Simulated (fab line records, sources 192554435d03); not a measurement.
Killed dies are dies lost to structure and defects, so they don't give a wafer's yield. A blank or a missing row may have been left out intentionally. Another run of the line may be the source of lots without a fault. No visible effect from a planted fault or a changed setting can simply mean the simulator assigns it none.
fab line records    flow n5_finfet
record lots=5  wafers=14  last_day=17
route steps=1938 shown DUMMY_REMOVAL@384 HKMG_FIN@385 BEOL_M4@1111
lots untouched by any fault: they come from a run of this same line in which no faults occurred
start_h: the number of hours between the record's first day and the start of the first shown wafer of the lot    wait_h: how many hours have passed since the lot's step before this one    " unchanged from the row above    L1.1+2: a row that stands for several wafers    - value missing, or start not given    * or withheld: withheld    < > ~ a bound
route shown NAME@n: names a module that has steps shown in the file, with the first one's number in the route    usual: the fault-free wafers' mean and standard deviation    same: alike in all rows    chamber/n: place in a boat    sites: the reading at each site    _std_site: standard deviation across them    _edge_site: outer sites' mean less inner sites'    radius_mm: how far each site lies from the wafer's centre    mask NAME#n: copy n    behind: the tool/chamber that last shaped the wafer    hold: what put the lot on hold/how long, in hours/how the hold closed    device: the transistor (n, p or np) that didn't switch    end of line: the same wafers' tests at the end of the route    for a step that has no rows: nothing shown but its recipe    killed: at the first sort, the dies lost to defects and structure; wafer yield is something else    map: a wafer's dies, marking killed ones x, the rest . and places with no die _
set.NAME: the setting as run; set.NAME@STEP: as run at that earlier step    model.NAME: the simulator's own value behind a step, which no gauge read
lots seen at some steps along the route; tables by step, rows by wafer
services: when a tool's chamber went out of use (start_h, in hours from the record's first day, below 0 if earlier), for how many hours, and the reason
## steps
# step N5_DUMMY_REMOVAL_SRD_05
# recipe dry=ipa_marangoni  do_ppb=5  time_s=30  temp_c=23  rinse_liquid=diw
# step N5_HKMG_FIN_IL_REGROW_00
# recipe material=SiO2  target_thk_a=7.5  chemistry=O3  temp_c=withheld  time_s=30
# step N5_HKMG_FIN_HK_ALD_01
# recipe material=HfO2  target_thk_a=16  temp_c=withheld  ald_precursor_family=HfCl4  ald_co_reactant=H2O  pulse_time_s=3  purge_time_s=3  co_reactant_purge_time_s=2.5  co_reactant_pulse_time_s=0.3  ald_cycles=30
# step N5_HKMG_FIN_HK_ANNEAL_02
# recipe temp_c=700  time_s=30  ambient=N2  idle_temp_c=600  ramp_up_c_per_s=150  ramp_down_c_per_s=60  cool_to_c=600
# step N5_HKMG_FIN_ALD_74
# recipe material=La2O3  target_thk_a=5  temp_c=250  ald_precursor_family=La-Cp  ald_co_reactant=O3  pulse_time_s=6  co_reactant_pulse_time_s=1  purge_time_s=3  co_reactant_purge_time_s=3
# usual heater_power_w=345/27  precursor_pulse_height_rel=1.003/0.017
lot.wafer  tool       chamber  start_h  wait_h  heater_power_w  precursor_pulse_height_rel
L951.1     ald_hk-02  2        76.83    0.2     351             1.031
L951.2     "          0        "        "       324             1.009
L951.3     "          1        "        "       359             1.003
L955.1     ald_hk-03  1        103.78   0.2     355             1.003
L955.2     "          2        "        "       336             1.001
L955.6     "          0        "        "       382             1.014
L956.2     ald_hk-03  0        111.05   0.2     385             0.984
L956.3     "          2        "        "       337             1.006
L956.5     "          3        "        "       342             0.991
L968.2     ald_hk-02  3        174.74   0.2     397             1.006
L968.6     "          0        "        "       324             0.976
L972.1     ald_hk-03  1        200.17   0.2     353             0.999
L972.2     "          2        "        "       335             1.006
L972.4     "          3        "        "       339             0.983
# step N5_HKMG_FIN_ALD_75
# recipe material=Al2O3  target_thk_a=10  temp_c=150  ald_precursor_family=TMA  ald_co_reactant=H2O  pulse_time_s=withheld  co_reactant_pulse_time_s=1
# usual heater_power_w=149/12  precursor_pulse_height_rel=1.000/0.018
lot.wafer  tool       chamber  start_h  wait_h  heater_power_w  precursor_pulse_height_rel
L951.1     ald_hk-02  2        76.91    0.0     158             1.029
L951.2     "          0        "        "       137             1.017
L951.3     "          1        "        "       155             0.986
L955.1     ald_hk-03  1        103.86   0.0     146             0.995
L955.2     "          2        "        "       151             0.994
L955.6     "          0        "        "       165             0.998
L956.2     ald_hk-03  0        111.13   0.0     164             1.023
L956.3     "          2        "        "       149             1.014
L956.5     "          3        "        "       148             1.015
L968.2     ald_hk-02  3        174.82   0.0     170             1.037
L968.6     "          0        "        "       135             1.027
L972.1     ald_hk-03  1        200.25   0.0     151             1.018
L972.2     "          2        "        "       149             1.006
L972.4     "          3        "        "       145             0.992
# step N5_HKMG_FIN_COAT_41
# recipe resist=SOC  temp_c=250  time_s=60  spin_rpm=1500  resist_thk_nm=300
# step N5_HKMG_FIN_COAT_42
# recipe resist=SiARC  temp_c=220  time_s=60  spin_rpm=1500  resist_thk_nm=35
# step N5_HKMG_FIN_COAT_43
# recipe resist=CAR-ArF  spin_rpm=1500  resist_thk_nm=90
# step N5_HKMG_FIN_EBR_45
# recipe solvent=PGMEA  ebr_width_mm=1.5
# step N5_HKMG_FIN_SOFTBAKE_44
# recipe temp_c=110  time_s=60  resist=CAR-ArF
# step N5_HKMG_FIN_EXPOSE_46
# recipe mask_id=NDIPOLE  na=1.35  source_shape=conventional  sigma_outer=0.8  polarization=unpolarized  dose_mj=40
# step N5_HKMG_FIN_PEB_47
# recipe peb_temp_c=withheld  peb_time_s=60  resist=CAR-ArF
lot.wafer   tool            chamber  start_h  wait_h
L951.1+2+3  litho_track-05  0        77.21    0.1
L955.1+2+6  litho_track-03  0        104.13   0.1
L956.2+3+5  litho_track-05  0        111.41   0.0
L968.2+6    litho_track-03  0        175.22   0.0
L972.1+2+4  litho_track-05  0        200.65   0.1
# step N5_HKMG_FIN_DEVELOP_48
# recipe develop_time_s=30  developer=TMAH  resist=CAR-ArF  rinse_liquid=diw  dry=air_spin  dev_temp_c=23
# step N5_HKMG_FIN_CD_MEAS_49
# recipe target_cd_nm=202  landing_energy_ev=500  detector=se_inlens  polarity=opening
# usual cd_nm=201.7/0.61
lot.wafer  tool       chamber  start_h  wait_h  cd_nm
L951.1     cd_sem-03  0        77.27    -       202.7
L951.2     "          0        "        "       201.0
L951.3     "          0        "        "       201.8
L955.1     cd_sem-02  0        104.20   -       203.2
L955.2     "          0        "        "       202.1
L955.6     "          0        "        "       201.8
L956.2     cd_sem-03  0        111.48   -       203.2
L956.3     "          0        "        "       201.7
L956.5     "          0        "        "       202.9
L968.2     cd_sem-02  0        175.28   -       203.1
L968.6     "          0        "        "       200.3
L972.1     cd_sem-02  0        200.72   -       201.0
L972.2     "          0        "        "       200.5
L972.4     "          0        "        "       201.8
# step N5_HKMG_FIN_OVL_MEAS_50
# recipe points_per_wafer=44
# usual NDIPOLE_OVL=0.2/0.8
lot.wafer  tool        chamber  start_h  wait_h  NDIPOLE_OVL[nm]
L951.1     overlay-01  0        77.31    0.0     -1.0
L951.2     "           0        "        "       -0.8
L951.3     "           0        "        "       -0.4
L955.1     overlay-02  0        104.23   0.0     0.8
L955.2     "           0        "        "       0.4
L955.6     "           0        "        "       -0.2
L956.2     overlay-02  0        111.51   0.0     0.7
L956.3     "           0        "        "       1.3
L956.5     "           0        "        "       -0.1
L968.2     overlay-02  0        175.31   0.0     -1.4
L968.6     "           0        "        "       -1.0
L972.1     overlay-02  0        200.75   0.0     1.4
L972.2     "           0        "        "       1.5
L972.4     "           0        "        "       0.7
# step N5_HKMG_FIN_INSPECT_61
# recipe mode=adi  inspect_instrument=macro
# usual raw_defect_count=2.1/1.3
lot.wafer  tool               chamber  start_h  wait_h  raw_defect_count
L951.1     defect_inspect-02  -        77.33    0.0     2
L951.2     "                  -        "        "       2
L951.3     "                  -        "        "       2
L955.1     defect_inspect-02  -        104.25   0.0     1
L955.2     "                  -        "        "       3
L955.6     "                  -        "        "       2
L956.2     defect_inspect-01  -        111.53   0.0     3
L956.3     "                  -        "        "       2
L956.5     "                  -        "        "       3
L968.2     defect_inspect-01  -        175.34   0.0     1
L968.6     "                  -        "        "       4
L972.1     defect_inspect-01  -        200.77   0.0     0
L972.2     "                  -        "        "       1
L972.4     "                  -        "        "       3
# step N5_HKMG_FIN_DESCUM_53
# recipe chemistry=O2  time_s=7.9  source_power_w=50  bias_power_w=20  pressure_mtorr=20  rf_frequency_hz=2.712e+07  temp_c=40  resist=CAR-ArF  o2_flow_sccm=225
# usual drypump_motor_current_A=5.4/0.34  o2_flow_sccm=224.9/0.69  oes_product_au=0.76/0.072  rf_vpp_V=244.0/1.1  showerhead_plenum_p_Torr=2.14/0.057  throttle_valve_pct=20.44/0.16
lot.wafer  tool         chamber  start_h  wait_h  drypump_motor_current_A  o2_flow_sccm  oes_product_au  rf_hours_counter_h  rf_vpp_V  showerhead_plenum_p_Torr  throttle_valve_pct
L951.1     rie_diel-02  3        77.77    0.4     5.9                      223.7         0.79            94                  243.5     2.11                      20.50
L951.2     "            2        "        "       5.4                      225.5         0.74            179                 244.8     2.20                      20.59
L951.3     "            1        "        "       5.7                      224.9         0.73            163                 244.0     2.19                      20.64
L955.1     rie_diel-01  2        104.53   0.3     4.8                      225.1         0.75            166                 243.5     2.07                      20.37
L955.2     "            3        "        "       5.2                      223.6         0.75            188                 242.4     2.08                      20.32
L955.6     "            3        "        "       5.2                      224.2         0.75            -                   243.2     2.08                      20.30
L956.2     rie_diel-01  3        111.59   0.1     5.2                      224.4         0.75            190                 244.7     2.08                      20.34
L956.3     "            2        "        "       4.8                      225.2         0.74            169                 244.2     2.07                      20.36
L956.5     "            3        "        "       5.2                      224.8         0.74            -                   243.0     2.08                      20.33
L968.2     rie_diel-02  2        175.37   0.0     5.4                      225.8         0.71            216                 244.6     2.18                      20.66
L968.6     "            0        "        "       5.2                      225.6         0.91            -                   245.6     2.23                      20.39
L972.1     rie_diel-06  1        200.81   0.0     5.6                      225.2         0.71            218                 244.3     2.18                      20.44
L972.2     "            3        "        "       5.7                      224.7         0.93            25                  243.4     2.04                      20.40
L972.4     "            0        "        "       5.2                      224.9         0.77            -                   245.6     2.18                      20.60
# step N5_HKMG_FIN_ETCH_54
# recipe chemistry=CF4  target=SiARC  target_depth_a=455  mask_material=CAR-ArF  time_s=75.8  ion_energy_ev=80  pressure_mtorr=40  source_w=545  bias_w=36  Ar_flow_sccm=100  cf4_flow_sccm=100  ends=cleared
# usual bias_w=35.98/0.12  cf4_flow_sccm=100.03/0.27  drypump_motor_current_A=5.4/0.33  etch_rf_on_time_s=74.9/1.7  oes_product_au=0.65/0.064  rf_vpp_V=184.6/0.89  showerhead_plenum_p_Torr=2.19/0.052  throttle_valve_pct=15.64/0.13
lot.wafer  tool         chamber  start_h  wait_h  bias_w  cf4_flow_sccm  drypump_motor_current_A  etch_rf_on_time_s  oes_product_au  rf_hours_counter_h  rf_vpp_V  showerhead_plenum_p_Torr  throttle_valve_pct  model.HKMG_FIN.cd_offset_nm
L951.1     rie_diel-02  3        77.80    0.0     36.01   100.12         5.8                      75.3               0.67            94                  185.5     2.16                      15.65               1
L951.2     "            2        "        "       36.03   99.58          5.4                      74.0               0.64            179                 184.6     2.23                      15.71               -1
L951.3     "            1        "        "       35.79   100.22         5.7                      77.6               0.61            163                 185.0     2.23                      15.77               -0.6
L955.1     rie_diel-01  2        104.57   0.0     36.02   100.43         4.8                      73.9               0.64            166                 184.1     2.14                      15.65               1
L955.2     "            3        "        "       35.93   100.39         5.2                      75.4               0.64            188                 181.9     2.13                      15.54               0
L955.6     "            3        "        "       36.11   99.77          5.2                      76.7               0.63            -                   182.7     2.13                      15.55               -0.2
L956.2     rie_diel-01  3        111.62   0.0     36.01   100.12         5.2                      77.1               0.63            190                 183.7     2.13                      15.53               1
L956.3     "            2        "        "       35.79   100.19         4.8                      74.4               0.64            169                 183.9     2.14                      15.64               -0.2
L956.5     "            3        "        "       36.05   99.90          5.2                      77.2               0.62            -                   182.6     2.13                      15.53               0.6
L968.2     rie_diel-02  2        175.41   0.0     35.91   100.11         5.4                      73.6               0.61            216                 184.3     2.21                      15.80               1.4
L968.6     "            0        "        "       35.80   99.73          5.2                      75.9               0.78            -                   185.5     2.27                      15.55               -1.6
L972.1     rie_diel-06  1        200.84   0.0     35.85   100.46         5.6                      75.8               0.60            218                 185.6     2.21                      15.59               -0.8
L972.2     "            3        "        "       36.02   99.63          5.6                      71.0               0.80            25                  183.2     2.10                      15.57               -1.4
L972.4     "            0        "        "       35.92   100.23         5.2                      73.9               0.66            -                   185.4     2.23                      15.84               -0.6
# step N5_HKMG_FIN_ETCH_55
# recipe chemistry=N2/H2  target=SOC  target_depth_a=2400  temp_c=40  time_s=300  ion_energy_ev=200  mask_material=SiARC  pressure_mtorr=30  source_w=840  bias_w=150  n2_flow_sccm=200  h2_flow_sccm=200
# usual bias_w=150.0/0.39  drypump_motor_current_A=5.4/0.34  oes_product_au=0.77/0.076  rf_vpp_V=525.3/1.9  showerhead_plenum_p_Torr=2.59/0.063  throttle_valve_pct=17.85/0.18
lot.wafer  tool         chamber  start_h  wait_h  bias_w  drypump_motor_current_A  oes_product_au  rf_hours_counter_h  rf_vpp_V  showerhead_plenum_p_Torr  throttle_valve_pct
L951.1     rie_diel-02  3        77.86    0.0     149.2   5.8                      0.79            94                  524.0     2.56                      17.81
L951.2     "            2        "        "       150.6   5.4                      0.75            179                 525.8     2.63                      17.82
L951.3     "            1        "        "       150.2   5.7                      0.73            163                 527.4     2.65                      18.14
L955.1     rie_diel-01  2        104.62   0.0     149.7   4.8                      0.75            166                 523.2     2.54                      17.84
L955.2     "            3        "        "       150.2   5.2                      0.73            188                 523.7     2.53                      17.77
L955.6     "            3        "        "       149.9   5.2                      0.73            -                   523.7     2.53                      17.77
L956.2     rie_diel-01  3        111.68   0.0     149.9   5.3                      0.72            190                 523.7     2.53                      17.78
L956.3     "            2        "        "       149.7   4.8                      0.75            169                 523.6     2.54                      17.87
L956.5     "            3        "        "       150.1   5.2                      0.73            -                   522.8     2.53                      17.79
L968.2     rie_diel-02  2        175.46   0.0     150.2   5.4                      0.72            216                 525.4     2.61                      17.90
L968.6     "            0        "        "       150.0   5.2                      0.89            -                   526.3     2.71                      17.86
L972.1     rie_diel-06  1        200.90   0.0     150.4   5.6                      0.71            218                 526.4     2.60                      17.61
L972.2     "            3        "        "       150.3   5.6                      0.95            25                  522.5     2.48                      17.81
L972.4     "            0        "        "       150.2   5.2                      0.77            -                   526.7     2.66                      18.21
# step N5_HKMG_FIN_STRIP_56
# recipe chemistry=N2/H2  temp_c=40  n2_flow_sccm=200  h2_flow_sccm=200  rf_frequency_hz=6e+07
# step N5_HKMG_FIN_STRIP_57
# recipe chemistry=CF4  resist=SiARC  power_w=300  bias_power_w=75  pressure_mtorr=50  cf4_flow_sccm=150  rf_frequency_hz=6e+07
# step N5_HKMG_FIN_ETCH_58
# recipe chemistry=N2/H2  target=SOC  target_depth_a=2158  ion_energy_ev=50  bias_w=13  time_s=741  pressure_mtorr=30  source_w=875  n2_flow_sccm=200  h2_flow_sccm=200
# usual bias_w=13.00/0.041  drypump_motor_current_A=5.4/0.34  oes_product_au=0.76/0.075  rf_vpp_V=99.4/0.93  showerhead_plenum_p_Torr=2.59/0.063  throttle_valve_pct=17.81/0.18
lot.wafer  tool         chamber  start_h  wait_h  bias_w  drypump_motor_current_A  oes_product_au  rf_hours_counter_h  rf_vpp_V  showerhead_plenum_p_Torr  throttle_valve_pct  model.HKMG_FIN.cd_offset_nm
L951.1     rie_diel-02  3        78.07    0.0     13.02   5.9                      0.78            95                  98.9      2.56                      17.77               0.8
L951.2     "            2        "        "       13.05   5.5                      0.75            179                 99.4      2.63                      17.78               -0.8
L951.3     "            1        "        "       12.99   5.7                      0.72            163                 100.3     2.65                      18.09               -0.6
L955.1     rie_diel-01  2        104.83   0.0     12.95   4.8                      0.76            166                 98.9      2.54                      17.81               1.6
L955.2     "            3        "        "       12.96   5.2                      0.74            188                 98.4      2.53                      17.73               0.2
L955.6     "            3        "        "       12.94   5.2                      0.73            -                   98.4      2.53                      17.73               0
L956.2     rie_diel-01  3        111.89   0.0     12.98   5.2                      0.73            190                 100.4     2.53                      17.74               0.8
L956.3     "            2        "        "       13.01   4.8                      0.76            169                 99.8      2.54                      17.80               0.4
L956.5     "            3        "        "       12.95   5.2                      0.73            -                   97.5      2.53                      17.74               1
L968.2     rie_diel-02  2        175.67   0.0     13.05   5.4                      0.71            216                 98.4      2.61                      17.84               1.6
L968.6     "            0        "        "       12.94   5.3                      0.90            -                   99.2      2.71                      17.81               -0.8
L972.1     rie_diel-06  1        201.11   0.0     12.97   5.6                      0.70            219                 100.4     2.60                      17.56               -0.4
L972.2     "            3        "        "       13.04   5.6                      0.95            25                  98.4      2.48                      17.76               -1.6
L972.4     "            0        "        "       13.03   5.2                      0.78            -                   100.3     2.66                      18.15               -0.8
# step N5_HKMG_FIN_STRIP_93
# recipe chemistry=N2/H2  material=SOC  time_s=20  power_w=500  temp_c=40  pressure_mtorr=50  rf_frequency_hz=6e+07  bias_power_w=8  h2_frac=0.5  n2_flow_sccm=300  h2_flow_sccm=300
# usual drypump_motor_current_A=5.4/0.34  oes_product_au=0.76/0.076  rf_vpp_V=54.4/0.87  showerhead_plenum_p_Torr=3.43/0.081  throttle_valve_pct=19.1/0.4
lot.wafer  tool         chamber  start_h  wait_h  drypump_motor_current_A  oes_product_au  rf_hours_counter_h  rf_vpp_V  showerhead_plenum_p_Torr  throttle_valve_pct
L951.1     rie_diel-02  3        78.50    0.2     5.9                      0.80            95                  55.1      3.38                      18.8
L951.2     "            2        "        "       5.5                      0.75            179                 55.4      3.47                      18.9
L951.3     "            1        "        "       5.7                      0.73            164                 54.4      3.50                      19.7
L955.1     rie_diel-01  2        105.26   0.2     4.8                      0.74            166                 53.2      3.36                      18.8
L955.2     "            3        "        "       5.2                      0.73            188                 53.4      3.34                      19.0
L955.6     "            3        "        "       5.3                      0.74            -                   55.6      3.34                      19.0
L956.2     rie_diel-01  3        112.32   0.2     5.2                      0.73            191                 54.6      3.34                      19.1
L956.3     "            2        "        "       4.8                      0.75            169                 54.9      3.36                      18.8
L956.5     "            3        "        "       5.2                      0.73            -                   54.2      3.34                      19.0
L968.2     rie_diel-02  2        176.10   0.2     5.4                      0.71            217                 52.7      3.45                      19.0
L968.6     "            0        "        "       5.2                      0.90            -                   53.9      3.57                      19.2
L972.1     rie_diel-06  1        201.53   0.2     5.6                      0.70            219                 54.2      3.43                      18.6
L972.2     "            3        "        "       5.7                      0.97            26                  53.4      3.28                      19.2
L972.4     "            0        "        "       5.2                      0.77            -                   54.6      3.51                      20.0
# step N5_BEOL_M4_RC_MEAS_101
# usual DIBL_N=36.1/1.6  DIBL_P=36.6/1.9  IOFF_N=0.160/0.026  IOFF_P=0.210/0.028  ION_N=677/10  ION_P=464/6.9  SS_N=71.4/0.56  SS_P=73.3/0.61  VT_N=249.1/2.6  VT_P=-250/3.3
lot.wafer  tool       chamber  start_h  wait_h  DIBL_N[mV/V]  DIBL_P[mV/V]  IOFF_N[nA/um]  IOFF_P[nA/um]  ION_N[uA/um]  ION_P[uA/um]  SS_N[mV/dec]  SS_P[mV/dec]  VT_N[mV]  VT_P[mV]
L951.1     prober-01  0        166.96   0.0     35.7          35.1          0.139          0.177          684           463           71.3          73.0          250.4     -254
L951.2     "          0        "        "       37.2          36.4          0.151          0.194          674           462           72.0          74.1          252.9     -252
L951.3     "          0        "        "       36.8          37.1          0.149          0.190          676           453           72.1          73.3          250.9     -253
L955.1     prober-02  0        207.24   0.0     37.1          38.1          0.194          0.234          690           470           72.0          74.2          245.6     -250
L955.2     "          0        "        "       35.8          36.7          0.175          0.219          687           469           70.6          73.1          245.6     -247
L955.6     "          0        "        "       33.8          34.5          0.130          0.179          667           457           70.1          72.9          254.0     -253
L956.2     prober-02  0        212.25   0.2     36.2          36.4          0.149          0.216          669           463           70.9          73.2          248.7     -249
L956.3     "          0        "        "       36.6          36.5          0.161          0.213          672           463           71.0          72.6          247.2     -249
L956.5     "          0        "        "       36.6          37.5          0.152          0.228          668           469           71.4          72.8          251.5     -249
L968.2     prober-01  0        284.30   0.2     37.4          38.8          0.179          0.208          677           454           72.7          73.6          247.4     -251
L968.6     "          0        "        "       37.3          39.1          0.184          0.224          680           460           72.4          72.9          249.1     -251
L972.1     prober-02  0        311.35   0.0     37.8          39.2          0.182          0.216          670           453           72.1          73.5          248.5     -251
L972.2     "          0        "        "       37.1          39.2          0.173          0.221          677           462           71.7          73.9          248.9     -251
L972.4     "          0        "        "       35.4          36.1          0.144          0.183          676           456           70.4          73.1          249.8     -253
## services
tool         chamber  start_h  hours  kind
rie_diel-06  -        58.20    0.8    repair
rie_diel-01  1        81.67    5.2    repair
rie_diel-02  0        81.85    -      clean
rie_diel-02  0        81.85    -      consumable_replace:focus_ring
rie_diel-02  0        81.85    -      consumable_replace:showerhead
rie_diel-02  0        81.85    16.1   scheduled_down
rie_diel-02  0        81.85    16.1   vent_cycle
rie_diel-02  2        82.00    6.6    repair
rie_diel-01  -        85.27    0.6    repair
rie_diel-06  3        86.01    8.5    repair
rie_diel-02  1        87.60    7.7    repair
ald_hk-02    -        93.07    6.0    pm
rie_diel-02  1        101.25   2.7    repair
rie_diel-06  3        105.77   -      clean
rie_diel-06  3        105.77   -      consumable_replace:focus_ring
rie_diel-06  3        105.77   17.6   scheduled_down
rie_diel-06  3        105.77   17.6   vent_cycle
rie_diel-06  -        127.99   14.6   pm
rie_diel-01  1        191.40   6.2    repair
rie_diel-06  2        200.16   11.6   repair
## key
first_sign none at tools or gauges
model_effect step=N5_HKMG_FIN_ETCH_54  value=HKMG_FIN.cd_offset_nm  without=0.4  struck=-1.6
model_effect step=N5_HKMG_FIN_ETCH_58  value=HKMG_FIN.cd_offset_nm  without=1  struck=-0.8
met_at N5_HKMG_FIN_PEB_47
struck_wafers L968.6
onset_between 104.13 175.22
fault kind=process_parameter_drift  tool=litho_track-03  chamber=-  onset_h=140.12  steps=N5_HKMG_FIN_PEB_47  channel=peb_time_s  offset=*  shape=step  end_h=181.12  scope=struck_wafers_only  acts_in=*  stated=*
